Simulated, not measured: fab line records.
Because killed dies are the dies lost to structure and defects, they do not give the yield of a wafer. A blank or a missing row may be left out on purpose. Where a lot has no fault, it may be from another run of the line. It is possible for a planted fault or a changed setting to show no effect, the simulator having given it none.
Chamber matching || flow n5_finfet || 4 sister chambers for N5_FIN_SAQP_STRIP_55 on rie_diel-05
The step strips in N2/H2. 4 wafers are shown with their chamber, then 7 later ones without.

== WAFERS WITH THEIR CHAMBER ==
{"wafer": "L081.2", "chamber": 2, "throttle_valve_pct (%)": 18.9}
{"wafer": "L081.3", "chamber": 1, "throttle_valve_pct (%)": 18.6}
{"wafer": "L091.3", "chamber": 3, "throttle_valve_pct (%)": 19.7}
{"wafer": "L091.4", "chamber": 0, "throttle_valve_pct (%)": 18.5}

== WAFERS WITH NO CHAMBER GIVEN ==
{"wafer": "L091.6", "throttle_valve_pct (%)": 19.0}
{"wafer": "L093.1", "throttle_valve_pct (%)": 19.7}
{"wafer": "L093.2", "throttle_valve_pct (%)": 18.6}
{"wafer": "L093.4", "throttle_valve_pct (%)": 19.7}
{"wafer": "L096.3", "throttle_valve_pct (%)": 18.2}
{"wafer": "L096.5", "throttle_valve_pct (%)": 18.2}
{"wafer": "L096.6", "throttle_valve_pct (%)": 19.0}

== WHICH CHAMBER EACH ONE RAN IN ==
{"wafer": "L091.6", "from the rows above": "can't be placed: 2 or 1", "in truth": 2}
{"wafer": "L093.1", "from the rows above": 3, "in truth": 3}
{"wafer": "L093.2", "from the rows above": "can't be placed: 1 or 0 or 2", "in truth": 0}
{"wafer": "L093.4", "from the rows above": 3, "in truth": 3}
{"wafer": "L096.3", "from the rows above": "can't be placed: 0 or 1", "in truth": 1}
{"wafer": "L096.5", "from the rows above": "can't be placed: 0 or 1", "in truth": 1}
{"wafer": "L096.6", "from the rows above": "can't be placed: 2 or 1", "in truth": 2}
2 of 7 placed correctly. Can't be placed from these rows: 5 (the true chamber is among the candidates in 5). Number placed wrongly: 0.
How it was worked out, from the rows above alone: a wafer's distance from a chamber is the root of the sum, over the readings, of the square of ((its reading less the chamber's mean) divided by the reading's scatter). If the next closest chamber is less than 2 further off than the closest, the wafer can't be placed; otherwise it belongs to the closest. A chamber's mean is the mean of its shown wafers. The scatter: with one shown wafer a chamber, the root of the mean of the squares of how far each hidden wafer lies from its nearest shown one.
